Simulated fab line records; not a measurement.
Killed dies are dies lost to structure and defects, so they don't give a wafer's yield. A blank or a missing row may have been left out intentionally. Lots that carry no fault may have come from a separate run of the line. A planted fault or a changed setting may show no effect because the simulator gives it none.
A struck lot beside a sound one + flow n5_finfet + 15 steps out of a route of 1938
Sound: the wafers L518.1, L518.5. Struck: wafers L516.4, L516.5, L516.6. Last of all comes the cause.
Each step with rows lists, per side, the tool, then ch with its chambers, then its first start. Under that, the readings that differ: sound wafers + struck wafers + difference of the means + sigmas: that difference in standard deviations of wafers without a fault.
alike: same words and numbers on both sides, and readings whose means sit less than 2 such deviations apart. not compared: any withheld reading, any reading some wafer has no value for, any bound like >300 that may hide the same value, and any number with overlapping values for which the record gives no deviation.
A row with sigmas, a row that says differs or no value, or rows on one side alone: a step with any of these is where the two part. Numbers that don't overlap but have no deviation are shown without sigmas and don't part them. Lack of a reading on every wafer of one side parts them only where that side has two or more wafers.

first, 6 steps without rows for these wafers: N5_BEOL_M12_EBR_06; N5_BEOL_M12_SOFTBAKE_05 (time 60 s); N5_BEOL_M12_EXPOSE_07 (exposes mask V11); N5_BEOL_M12_PEB_08 (peb time 90 s); N5_BEOL_M12_DEVELOP_09 (develop time 45 s); N5_BEOL_M12_HARDBAKE_14 (time 120 s).
N5_BEOL_M12_CD_MEAS_10: target cd 140 nm.
  sound on cd_sem-03 ch 0, day 14 10:00; struck on cd_sem-02 ch 0, day 13 15:14
  alike: cd_nm
N5_BEOL_M12_OVL_MEAS_11:
  sound on overlay-02 ch 0, day 14 10:02; struck on overlay-01 ch 0, day 13 15:16
  alike: V11_OVL
N5_BEOL_M12_INSPECT_12: inspects for defects (macro).
  sound on defect_inspect-02, day 14 10:04; struck on defect_inspect-01, day 13 15:17
| reading          | sound | struck | difference | sigmas |
|------------------|-------|--------|------------|--------|
| raw_defect_count | 1 2   | 4 8 2  | +3         | +2     |
N5_BEOL_M12_DESCUM_15: chemistry O2, time 7.9 s.
  sound on rie_diel-01 ch 0,3, day 14 10:05; struck on rie_diel-01 ch 1,2, day 13 15:20
  alike: drypump_motor_current_A, oes_product_au, rf_vpp_V, showerhead_plenum_p_Torr, throttle_valve_pct
  not compared: rf_hours_counter_h
N5_BEOL_M12_ETCH_59: etches BARC in N2/H2, target depth 89 nm, overetch 26.7 nm, time 67.9 s.
  sound on rie_diel-01 ch 0,3, day 14 10:08; struck on rie_diel-01 ch 1,2, day 13 15:22
  alike: drypump_motor_current_A, n2_flow_sccm, oes_product_au, rf_vpp_V, showerhead_plenum_p_Torr, throttle_valve_pct
  not compared: rf_hours_counter_h
N5_BEOL_M12_VIA_ETCH_16: etches SiOC in C4F8/O2/Ar, target depth 724.8 nm.
  sound on rie_diel-01 ch 0,3, day 14 10:11; struck on rie_diel-01 ch 1,2, day 13 15:25
| reading              | sound         | struck               | difference | sigmas |
|----------------------|---------------|----------------------|------------|--------|
| he_inner_torr (Torr) | 14.963 14.948 | 15.018 15.012 15.034 | +0.066     | +2     |
  alike: drypump_motor_current_A, he_outer_torr, oes_product_au, rf_vpp_V, showerhead_plenum_p_Torr, throttle_valve_pct
N5_BEOL_M12_STRIP_63: strips in N2/H2.
  sound on plasma_asher-01 ch 0, day 14 10:23; struck on plasma_asher-02 ch 0,1, day 13 15:38
| reading             | sound     | struck         | difference | sigmas |
|---------------------|-----------|----------------|------------|--------|
| h2_flow_sccm (sccm) | 3245 3245 | 2930 2925 2929 | -317       | -36    |
  alike: drypump_motor_current_A, heater_power_w, n2_flow_sccm, oes_product_au, strip_time_to_endpoint_s
  not compared: rf_hours_counter_h
N5_BEOL_M12_STRIP_64: strips in N2/H2.
  sound on plasma_asher-01 ch 0, day 14 10:26; struck on plasma_asher-02 ch 0,1, day 13 15:41
| reading                     | sound   | struck      | difference | sigmas |
|-----------------------------|---------|-------------|------------|--------|
| drypump_motor_current_A (A) | 5.3 5.3 | 5.7 6.2 5.8 | +0.6       | +2     |
  alike: h2_flow_sccm, heater_power_w, n2_flow_sccm, oes_product_au, strip_time_to_endpoint_s
  not compared: rf_hours_counter_h
after that, 1 step had no rows for these wafers: N5_PASSIVATION_PROBE_49.

== WHERE THEY PART ==
Last at N5_BEOL_M12_STRIP_64 as far as this record goes, first at N5_BEOL_M12_INSPECT_12.

WHY: what the simulator had put in
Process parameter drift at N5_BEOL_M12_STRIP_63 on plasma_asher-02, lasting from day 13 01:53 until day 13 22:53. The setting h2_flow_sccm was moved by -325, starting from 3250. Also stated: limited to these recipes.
